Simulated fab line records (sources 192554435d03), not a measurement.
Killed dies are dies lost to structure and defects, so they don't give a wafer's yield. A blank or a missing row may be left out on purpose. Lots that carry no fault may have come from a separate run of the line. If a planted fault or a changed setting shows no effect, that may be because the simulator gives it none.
fab line records    flow n5-finfet    part 1 of 2: steps 1 to 19 of 26
record lots=5  wafers=15  last-day=16
route steps=1938 shown BEOL_M6@1212
lots that met no fault: taken from a fault-free run of the same line
start-h: the number of hours between the record's first day and the start of the first shown wafer of the lot    wait-h: hours elapsed since this lot's preceding step    " identical to the entry in the row above    L1.1+2: several wafers, shown together as one row    - no value present, or no start provided    * or withheld: withheld    < > ~ a bound
route shown NAME@n: names a module that has steps shown in the file, with the first one's number in the route    usual: mean/standard deviation of fault-free wafers    same: alike in all rows    chamber/n: place in a boat    sites: per-site readings    _std_site: the values' standard deviation    _edge_site: mean of outer sites minus mean of inner sites    radius-mm: for every site, how far away it sits from the centre of the wafer    mask NAME#n: copy n    behind: tool/chamber where the wafer was last shaped    hold: cause of the lot's hold/its duration in hours/its outcome    device: names the non-switching transistor (n, p or np)    end of line: the same wafers' tests at the end of the route    a step given without rows: its recipe and nothing more    killed: count of dies lost to structure and defects at first sort (not the wafer's yield)    map: shows each die of a wafer: x if killed, . if not, _ if none is there
set.NAME: the setting the step ran with; set.NAME@STEP: the setting that earlier step ran with    model.NAME: the simulator's own value behind a step, which no gauge read
a table for each step, a row for each wafer; lots at some steps of the route
services: from which hour (start-h, from the record's first day; less than 0 if before it) a tool's chamber was out of use, for how many hours, and why
## steps
# step N5_BEOL_M6_ETCH_62
# recipe chemistry=N2/H2  target=SOC  target-depth-a=1100  overetch-a=220  mask-material=SiARC  temp-c=40  time-s=165  ion-energy-ev=200  pressure-mtorr=30  source-w=840  bias-w=150  n2-flow-sccm=200  h2-flow-sccm=200
# usual drypump-motor-current-A=5.7/0.32  h2-flow-sccm=200.0/0.63  oes-product-au=0.69/0.069  rf-vpp-V=524.3/2.6  showerhead-plenum-p-Torr=2.55/0.082  throttle-valve-pct=17.83/0.27
lot.wafer  tool         chamber  start-h  wait-h  drypump-motor-current-A  h2-flow-sccm  oes-product-au  rf-hours-counter-h  rf-vpp-V  showerhead-plenum-p-Torr  throttle-valve-pct
L075.1     rie-diel-01  3        200.37   0.0     5.1                      200.5         0.80            9                   528.7     2.70                      17.54
L075.2     "            2        "        "       6.2                      199.7         0.77            26                  525.1     2.58                      17.69
L075.5     "            3        "        "       5.1                      200.1         0.80            -                   528.2     2.70                      17.53
L082.1     rie-diel-03  3        244.70   0.0     5.7                      199.6         0.68            88                  523.8     2.57                      17.68
L082.3     "            1        "        "       5.4                      200.6         0.58            238                 518.7     2.37                      17.91
L082.5     "            2        "        "       5.7                      200.2         0.61            -                   520.8     2.43                      17.95
L086.3     rie-diel-03  2        275.41   0.0     5.7                      199.9         0.61            202                 520.7     2.43                      17.97
L086.4     "            1        "        "       5.4                      199.6         0.58            249                 518.9     2.36                      17.90
L086.6     "            2        "        "       5.7                      200.9         0.61            -                   520.3     2.42                      17.97
L089.1     rie-diel-01  0        283.36   0.0     6.2                      199.9         0.64            163                 523.5     2.52                      17.86
L089.3     "            2        "        "       6.2                      200.6         0.74            54                  527.1     2.57                      17.73
L089.5     "            2        "        "       6.2                      200.1         0.74            -                   524.4     2.57                      17.74
L090.2     rie-diel-05  2        294.19   0.0     5.9                      199.7         0.73            57                  522.8     2.50                      18.35
L090.3     "            0        "        "       5.8                      199.6         0.61            218                 522.8     2.51                      17.86
L090.4     "            2        "        "       5.8                      200.0         0.72            -                   521.8     2.50                      18.36
# step N5_BEOL_M6_STRIP_68
# recipe chemistry=N2/H2  temp-c=40  n2-flow-sccm=200  h2-flow-sccm=200  rf-frequency-hz=6e+07
lot.wafer   tool         chamber  start-h  wait-h
L075.1+2+5  rie-diel-01  3,2,3    200.51   0.1
L082.1+3+5  rie-diel-03  3,1,2    244.83   0.1
L086.3+4+6  rie-diel-03  2,1,2    275.54   0.1
L089.1+3+5  rie-diel-01  0,2,2    283.50   0.1
L090.2+3+4  rie-diel-05  2,0,2    294.33   0.1
# step N5_BEOL_M6_STRIP_67
# recipe chemistry=CF4  resist=SiARC  power-w=300  bias-power-w=75  pressure-mtorr=50  cf4-flow-sccm=150  rf-frequency-hz=6e+07
# usual drypump-motor-current-A=5.7/0.32  oes-product-au=0.81/0.081  power-w=300.1/0.83  rf-vpp-V=271.3/1.5  showerhead-plenum-p-Torr=1.81/0.051  throttle-valve-pct=13.62/0.24
lot.wafer  tool         chamber  start-h  wait-h  drypump-motor-current-A  oes-product-au  power-w  rf-hours-counter-h  rf-vpp-V  showerhead-plenum-p-Torr  throttle-valve-pct
L075.1     rie-diel-01  3        200.52   0.0     5.1                      0.94            300.3    9                   272.7     1.90                      13.26
L075.2     "            2        "        "       6.2                      0.91            301.7    26                  272.2     1.82                      13.43
L075.5     "            3        "        "       5.1                      0.93            299.9    -                   274.2     1.90                      13.24
L082.1     rie-diel-03  3        244.84   0.0     5.6                      0.80            298.6    88                  270.4     1.81                      13.45
L082.3     "            1        "        "       5.4                      0.69            300.8    238                 267.4     1.70                      13.94
L082.5     "            2        "        "       5.7                      0.72            299.1    -                   270.6     1.72                      13.67
L086.3     rie-diel-03  2        275.55   0.0     5.7                      0.72            300.0    202                 269.2     1.72                      13.72
L086.4     "            1        "        "       5.3                      0.68            299.4    249                 269.0     1.70                      13.97
L086.6     "            2        "        "       5.8                      0.72            301.4    -                   269.7     1.72                      13.71
L089.1     rie-diel-01  0        283.51   0.0     6.2                      0.76            299.0    163                 271.8     1.81                      13.84
L089.3     "            2        "        "       6.2                      0.88            299.0    54                  273.4     1.81                      13.47
L089.5     "            2        "        "       6.2                      0.88            300.6    -                   272.4     1.81                      13.47
L090.2     rie-diel-05  2        294.34   0.0     5.8                      0.86            300.0    57                  269.6     1.77                      13.89
L090.3     "            0        "        "       5.8                      0.72            299.8    218                 270.6     1.76                      13.68
L090.4     "            2        "        "       5.8                      0.86            299.3    -                   270.6     1.77                      13.86
# step N5_BEOL_M6_HM_OPEN_17
# recipe chemistry=Cl2/BCl3  target-depth-a=200  overetch-a=60  target=TiN  mask-material=SOC  ion-energy-ev=150  pressure-mtorr=10  icp-w=1000  bias-w=126  Cl2_flow_sccm=53.25  bcl3-flow-sccm=21.75  Ar_flow_sccm=25
# usual drypump-motor-current-A=5.6/0.5  oes-product-au=0.67/0.089  throttle-valve-pct=22.05/0.23
lot.wafer  tool          chamber  start-h  wait-h  drypump-motor-current-A  oes-product-au  rf-hours-counter-h  throttle-valve-pct
L075.1     rie-metal-01  1        200.56   0.0     5.9                      0.69            26                  22.19
L075.2     "             1        "        "       5.9                      0.68            -                   22.21
L075.5     "             1        "        "       5.9                      0.68            -                   22.20
L082.1     rie-metal-02  0        244.89   0.0     5.7                      0.53            112                 22.50
L082.3     "             1        "        "       5.4                      0.73            -                   21.89
L082.5     "             0        "        "       5.7                      0.54            -                   22.50
L086.3     rie-metal-03  0        275.62   0.1     4.7                      0.60            -                   22.01
L086.4     "             1        "        "       5.8                      0.52            -                   21.70
L086.6     "             0        "        "       4.7                      0.61            -                   22.00
L089.1     rie-metal-01  0        283.55   0.0     6.4                      0.75            7                   22.11
L089.3     "             0        "        "       6.4                      0.76            -                   22.12
L089.5     "             1        "        "       5.9                      0.66            -                   22.22
L090.2     rie-metal-02  1        294.41   0.1     5.4                      0.72            -                   21.91
L090.3     "             1        "        "       5.4                      0.72            -                   21.91
L090.4     "             1        "        "       5.4                      0.72            -                   21.90
# step N5_BEOL_M6_STRIP_19
# recipe chemistry=O2  power-w=400  temp-c=40  pressure-mtorr=30  rf-frequency-hz=6e+07  bias-power-w=0  overash-fraction=0.2  o2-flow-sccm=225
# usual drypump-motor-current-A=5.7/0.31  oes-product-au=0.79/0.081  rf-vpp-V=3.6/0.63  showerhead-plenum-p-Torr=2.09/0.082  throttle-valve-pct=16.70/0.19
# same overash-fraction=0.2
lot.wafer  tool         chamber  start-h  wait-h  drypump-motor-current-A  oes-product-au  rf-hours-counter-h  rf-vpp-V  showerhead-plenum-p-Torr  throttle-valve-pct
L075.1     rie-diel-01  2        200.76   0.2     6.2                      0.95            26                  2.8       2.12                      16.52
L075.2     "            3        "        "       5.1                      0.94            9                   3.9       2.23                      16.38
L075.5     "            2        "        "       6.2                      0.94            -                   3.0       2.12                      16.52
L082.1     rie-diel-03  1        245.00   0.1     5.4                      0.70            238                 5.0       1.97                      16.94
L082.3     "            2        "        "       5.7                      0.74            191                 3.4       2.00                      16.69
L082.5     "            0        "        "       5.6                      0.68            -                   3.4       2.16                      17.14
L086.3     rie-diel-03  1        275.71   0.1     5.4                      0.70            250                 4.0       1.97                      16.96
L086.4     "            0        "        "       5.5                      0.68            229                 3.8       2.15                      17.19
L086.6     "            3        "        "       5.6                      0.80            -                   4.0       2.11                      16.55
L089.1     rie-diel-05  0        283.66   0.1     5.8                      0.74            214                 3.2       2.05                      16.62
L089.3     "            2        "        "       5.8                      0.87            52                  3.0       2.03                      16.84
L089.5     "            2        "        "       5.8                      0.87            -                   3.5       2.03                      16.88
L090.2     rie-diel-05  3        294.63   0.2     5.3                      0.86            49                  4.0       2.02                      16.80
L090.3     "            2        "        "       5.9                      0.86            57                  4.0       2.03                      16.86
L090.4     "            3        "        "       5.3                      0.86            -                   5.1       2.02                      16.81
# step N5_BEOL_M6_CD_MEAS_18
# recipe pitch-nm=80  target-cd-nm=40
# usual cd-nm=40.2/0.73
lot.wafer  tool       chamber  start-h  wait-h  cd-nm
L075.1     cd-sem-02  -        200.83   0.0     41.9
L075.2     "          -        "        "       40.7
L075.5     "          -        "        "       41.9
L082.1     cd-sem-03  -        245.07   0.0     40.0
L082.3     "          -        "        "       40.5
L082.5     "          -        "        "       39.2
L086.3     cd-sem-03  -        275.78   0.1     39.5
L086.4     "          -        "        "       41.2
L086.6     "          -        "        "       40.2
L089.1     cd-sem-03  -        283.74   0.1     39.3
L089.3     "          -        "        "       41.1
L089.5     "          -        "        "       40.8
L090.2     cd-sem-03  -        294.70   0.1     39.5
L090.3     "          -        "        "       39.6
L090.4     "          -        "        "       39.3
# step N5_BEOL_M6_COAT_63
# recipe resist=SOC  temp-c=250  time-s=60  spin-rpm=1500  resist-thk-nm=60
# usual chill-plate-temp-C=23.03/0.1  heater-power-total-W=500.2/1.7
lot.wafer  tool            chamber  start-h  wait-h  chill-plate-temp-C  heater-power-total-W
L075.1     litho-track-04  0        200.86   0.0     23.15               499.8
L075.2     "               0        "        "       23.00               499.6
L075.5     "               0        "        "       23.06               500.2
L082.1     litho-track-05  0        245.58   0.5     23.14               500.8
L082.3     "               0        "        "       23.02               502.9
L082.5     "               0        "        "       23.08               499.5
L086.3     litho-track-02  0        277.88   2.1     23.06               498.4
L086.4     "               0        "        "       23.05               498.0
L086.6     "               0        "        "       23.01               500.7
L089.1     litho-track-04  0        283.81   0.1     23.05               497.6
L089.3     "               0        "        "       23.03               502.6
L089.5     "               0        "        "       22.90               497.4
L090.2     litho-track-02  0        294.88   0.2     23.03               500.9
L090.3     "               0        "        "       23.09               499.3
L090.4     "               0        "        "       22.97               498.0
# step N5_BEOL_M6_COAT_64
# recipe resist=SiARC  temp-c=220  time-s=60  spin-rpm=1500  resist-thk-nm=12
# usual chill-plate-temp-C=23.02/0.1  heater-power-total-W=427.4/2
lot.wafer  tool            chamber  start-h  wait-h  chill-plate-temp-C  heater-power-total-W
L075.1     litho-track-04  0        -        -       22.95               428.1
L075.2     "               0        "        "       22.83               426.5
L075.5     "               0        "        "       22.98               430.5
L082.1     litho-track-05  0        -        -       22.92               430.5
L082.3     "               0        "        "       22.98               424.1
L082.5     "               0        "        "       23.12               426.2
L086.3     litho-track-02  0        -        -       22.95               425.1
L086.4     "               0        "        "       22.96               428.5
L086.6     "               0        "        "       22.85               425.3
L089.1     litho-track-04  0        -        -       23.31               424.7
L089.3     "               0        "        "       23.16               427.5
L089.5     "               0        "        "       23.15               424.2
L090.2     litho-track-02  0        -        -       23.01               428.6
L090.3     "               0        "        "       23.06               429.6
L090.4     "               0        "        "       23.04               425.4
# step N5_BEOL_M6_COAT_71
# recipe resist=underlayer  temp-c=205  time-s=60  spin-rpm=1500  resist-thk-nm=5
# usual chill-plate-temp-C=23.01/0.095  heater-power-total-W=391.7/1.3
lot.wafer  tool            chamber  start-h  wait-h  chill-plate-temp-C  heater-power-total-W
L075.1     litho-track-04  0        -        -       23.26               390.1
L075.2     "               0        "        "       23.07               392.0
L075.5     "               0        "        "       23.05               391.8
L082.1     litho-track-05  0        -        -       23.01               391.6
L082.3     "               0        "        "       22.99               390.3
L082.5     "               0        "        "       22.91               392.0
L086.3     litho-track-02  0        -        -       23.18               393.3
L086.4     "               0        "        "       22.94               393.7
L086.6     "               0        "        "       23.02               392.8
L089.1     litho-track-04  0        -        -       22.93               392.6
L089.3     "               0        "        "       22.96               393.6
L089.5     "               0        "        "       22.88               389.6
L090.2     litho-track-02  0        -        -       23.11               390.9
L090.3     "               0        "        "       22.88               391.3
L090.4     "               0        "        "       23.01               391.6
# step N5_BEOL_M6_COAT_22
# recipe resist=CAR-EUV  spin-rpm=1500  resist-thk-nm=30
# usual chill-plate-temp-C=23.02/0.1
lot.wafer  tool            chamber  start-h  wait-h  chill-plate-temp-C
L075.1     litho-track-04  0        -        -       23.23
L075.2     "               0        "        "       23.13
L075.5     "               0        "        "       23.13
L082.1     litho-track-05  0        -        -       23.16
L082.3     "               0        "        "       22.93
L082.5     "               0        "        "       23.12
L086.3     litho-track-02  0        -        -       23.03
L086.4     "               0        "        "       23.13
L086.6     "               0        "        "       23.09
L089.1     litho-track-04  0        -        -       22.97
L089.3     "               0        "        "       23.23
L089.5     "               0        "        "       23.10
L090.2     litho-track-02  0        -        -       23.05
L090.3     "               0        "        "       23.15
L090.4     "               0        "        "       23.01
# step N5_BEOL_M6_EBR_24
# recipe solvent=PGMEA  ebr-width-mm=1.5
# usual chill-plate-temp-C=23.01/0.12
lot.wafer  tool            chamber  start-h  wait-h  chill-plate-temp-C
L075.1     litho-track-04  0        -        -       22.76
L075.2     "               0        "        "       22.83
L075.5     "               0        "        "       22.92
L082.1     litho-track-05  0        -        -       23.22
L082.3     "               0        "        "       23.02
L082.5     "               0        "        "       23.02
L086.3     litho-track-02  0        -        -       22.99
L086.4     "               0        "        "       22.96
L086.6     "               0        "        "       23.05
L089.1     litho-track-04  0        -        -       23.13
L089.3     "               0        "        "       23.11
L089.5     "               0        "        "       23.17
L090.2     litho-track-02  0        -        -       23.08
L090.3     "               0        "        "       23.10
L090.4     "               0        "        "       22.89
# step N5_BEOL_M6_SOFTBAKE_23
# recipe temp-c=110  time-s=60  resist=CAR-EUV
# usual chill-plate-temp-C=23.00/0.11  heater-power-total-W=175.5/1.6
lot.wafer  tool            chamber  start-h  wait-h  chill-plate-temp-C  heater-power-total-W
L075.1     litho-track-04  0        -        -       22.84               174.3
L075.2     "               0        "        "       23.06               177.4
L075.5     "               0        "        "       23.04               173.1
L082.1     litho-track-05  0        -        -       22.92               173.0
L082.3     "               0        "        "       23.03               173.0
L082.5     "               0        "        "       22.97               175.4
L086.3     litho-track-02  0        -        -       22.88               172.9
L086.4     "               0        "        "       22.95               177.4
L086.6     "               0        "        "       22.87               176.5
L089.1     litho-track-04  0        -        -       23.02               173.0
L089.3     "               0        "        "       23.16               176.1
L089.5     "               0        "        "       22.96               177.5
L090.2     litho-track-02  0        -        -       22.82               173.4
L090.3     "               0        "        "       22.79               177.5
L090.4     "               0        "        "       22.81               177.4
# step N5_BEOL_M6_EXPOSE_25
# recipe mask-id=V5  na=0.33  source-shape=annular  sigma-inner=0.4  sigma-outer=0.8  polarization=unpolarized  target-cd-nm=40  dose-mj=45
lot.wafer   tool            chamber  start-h  wait-h  mask
L075.1+2+5  euv-scanner-01  0        201.00   -       V5#0
L082.1+3+5  euv-scanner-02  0        245.84   -       V5#0
L086.3+4+6  euv-scanner-01  0        278.16   -       V5#0
L089.1+3+5  euv-scanner-02  0        284.07   -       V5#0
L090.2+3+4  euv-scanner-01  0        295.02   -       V5#0
# step N5_BEOL_M6_PEB_26
# recipe peb-temp-c=100  peb-time-s=60  resist=CAR-EUV
# usual chill-plate-temp-C=23.01/0.094  heater-power-total-W=154.0/1.1
lot.wafer  tool            chamber  start-h  wait-h  chill-plate-temp-C  heater-power-total-W
L075.1     litho-track-04  0        201.07   0.1     23.02               155.1
L075.2     "               0        "        "       23.21               154.1
L075.5     "               0        "        "       23.04               152.7
L082.1     litho-track-02  0        245.90   0.1     23.08               154.5
L082.3     "               0        "        "       22.93               153.0
L082.5     "               0        "        "       22.93               155.6
L086.3     litho-track-05  0        278.21   0.0     23.03               152.8
L086.4     "               0        "        "       23.14               153.9
L086.6     "               0        "        "       22.97               155.5
L089.1     litho-track-05  0        284.14   0.1     23.01               152.8
L089.3     "               0        "        "       23.01               154.8
L089.5     "               0        "        "       23.00               153.1
L090.2     litho-track-05  0        295.08   0.1     23.07               152.6
L090.3     "               0        "        "       23.03               155.4
L090.4     "               0        "        "       22.92               154.0
# step N5_BEOL_M6_DEVELOP_27
# recipe develop-time-s=30  developer=TMAH  resist=CAR-EUV  rinse-liquid=surfactant-rinse  dry=air-spin  dev-temp-c=23
# usual chill-plate-temp-C=23.01/0.11
lot.wafer  tool            chamber  start-h  wait-h  chill-plate-temp-C
L075.1     litho-track-04  0        -        -       23.06
L075.2     "               0        "        "       23.06
L075.5     "               0        "        "       23.08
L082.1     litho-track-02  0        -        -       22.92
L082.3     "               0        "        "       22.90
L082.5     "               0        "        "       22.94
L086.3     litho-track-05  0        -        -       23.00
L086.4     "               0        "        "       23.09
L086.6     "               0        "        "       23.04
L089.1     litho-track-05  0        -        -       22.72
L089.3     "               0        "        "       22.84
L089.5     "               0        "        "       22.84
L090.2     litho-track-05  0        -        -       23.15
L090.3     "               0        "        "       23.05
L090.4     "               0        "        "       23.03
# step N5_BEOL_M6_CD_MEAS_28
# recipe target-cd-nm=40  landing-energy-ev=500  detector=se-inlens
# usual cd-nm=39.99/0.27
lot.wafer  tool       chamber  start-h  wait-h  cd-nm
L075.1     cd-sem-02  0        201.13   -       40.16
L075.2     "          0        "        "       40.07
L075.5     "          0        "        "       40.15
L082.1     cd-sem-02  0        245.97   -       39.76
L082.3     "          0        "        "       39.93
L082.5     "          0        "        "       40.18
L086.3     cd-sem-03  0        278.28   -       39.84
L086.4     "          0        "        "       40.42
L086.6     "          0        "        "       40.20
L089.1     cd-sem-03  0        284.20   -       39.76
L089.3     "          0        "        "       39.70
L089.5     "          0        "        "       39.87
L090.2     cd-sem-02  0        295.15   -       40.06
L090.3     "          0        "        "       40.33
L090.4     "          0        "        "       39.85
# step N5_BEOL_M6_OVL_MEAS_29
# recipe points-per-wafer=522
# usual V5_OVL=0.1/0.81
lot.wafer  tool        chamber  start-h  wait-h  V5_OVL[nm]
L075.1     overlay-01  0        201.17   0.0     0.0
L075.2     "           0        "        "       1.3
L075.5     "           0        "        "       0.7
L082.1     overlay-02  0        246.00   0.0     -1.4
L082.3     "           0        "        "       -0.8
L082.5     "           0        "        "       -1.8
L086.3     overlay-02  0        278.32   0.0     1.0
L086.4     "           0        "        "       -0.3
L086.6     "           0        "        "       -0.1
L089.1     overlay-02  0        284.23   0.0     -0.3
L089.3     "           0        "        "       -1.7
L089.5     "           0        "        "       -0.4
L090.2     overlay-01  0        295.18   0.0     0.3
L090.3     "           0        "        "       1.3
L090.4     "           0        "        "       0.7
# step N5_BEOL_M6_INSPECT_30
# recipe mode=adi  inspect-instrument=brightfield
# usual raw-defect-count=434/110
lot.wafer  tool               chamber  start-h  wait-h  raw-defect-count
L075.1     defect-inspect-02  -        201.22   0.1     559
L075.2     "                  -        "        "       431
L075.5     "                  -        "        "       461
L082.1     defect-inspect-02  -        246.06   0.1     600
L082.3     "                  -        "        "       490
L082.5     "                  -        "        "       604
L086.3     defect-inspect-02  -        278.37   0.0     676
L086.4     "                  -        "        "       499
L086.6     "                  -        "        "       700
L089.1     defect-inspect-02  -        284.29   0.1     457
L089.3     "                  -        "        "       549
L089.5     "                  -        "        "       352
L090.2     defect-inspect-02  -        295.24   0.0     494
L090.3     "                  -        "        "       354
L090.4     "                  -        "        "       426
# step N5_BEOL_M6_DESCUM_33
# recipe chemistry=O2  time-s=7  source-power-w=50  bias-power-w=20  pressure-mtorr=20  rf-frequency-hz=2.712e+07  temp-c=40  resist=CAR-EUV  o2-flow-sccm=225
# usual drypump-motor-current-A=5.7/0.32  oes-product-au=0.81/0.084  rf-vpp-V=243.1/1.3  showerhead-plenum-p-Torr=2.09/0.077  throttle-valve-pct=20.45/0.18
lot.wafer  tool         chamber  start-h  wait-h  drypump-motor-current-A  oes-product-au  rf-hours-counter-h  rf-vpp-V  showerhead-plenum-p-Torr  throttle-valve-pct
L075.1     rie-diel-05  2        201.26   0.0     5.9                      0.93            25                  241.9     2.04                      20.62
L075.2     "            3        "        "       5.3                      0.94            14                  244.2     2.03                      20.52
L075.5     "            3        "        "       5.3                      0.94            -                   243.2     2.03                      20.50
L082.1     rie-diel-05  3        246.10   0.0     5.3                      0.90            28                  240.2     2.02                      20.57
L082.3     "            2        "        "       5.9                      0.90            38                  241.9     2.03                      20.65
L082.5     "            0        "        "       5.8                      0.74            -                   242.6     2.05                      20.25
L086.3     rie-diel-03  3        278.40   0.0     5.6                      0.80            99                  243.5     2.11                      20.36
L086.4     "            2        "        "       5.7                      0.73            -                   243.6     1.99                      20.43
L086.6     "            0        "        "       5.5                      0.67            -                   243.1     2.15                      20.91
L089.1     rie-diel-05  2        284.41   0.1     5.8                      0.87            52                  241.3     2.03                      20.67
L089.3     "            0        "        "       5.8                      0.74            214                 243.1     2.05                      20.26
L089.5     "            0        "        "       5.8                      0.73            -                   243.5     2.05                      20.25
L090.2     rie-diel-01  2        295.43   0.2     6.2                      0.88            58                  244.2     2.11                      20.32
L090.3     "            1        "        "       5.9                      0.75            150                 244.4     2.21                      20.50
L090.4     "            0        "        "       6.2                      0.73            -                   243.7     2.07                      20.47
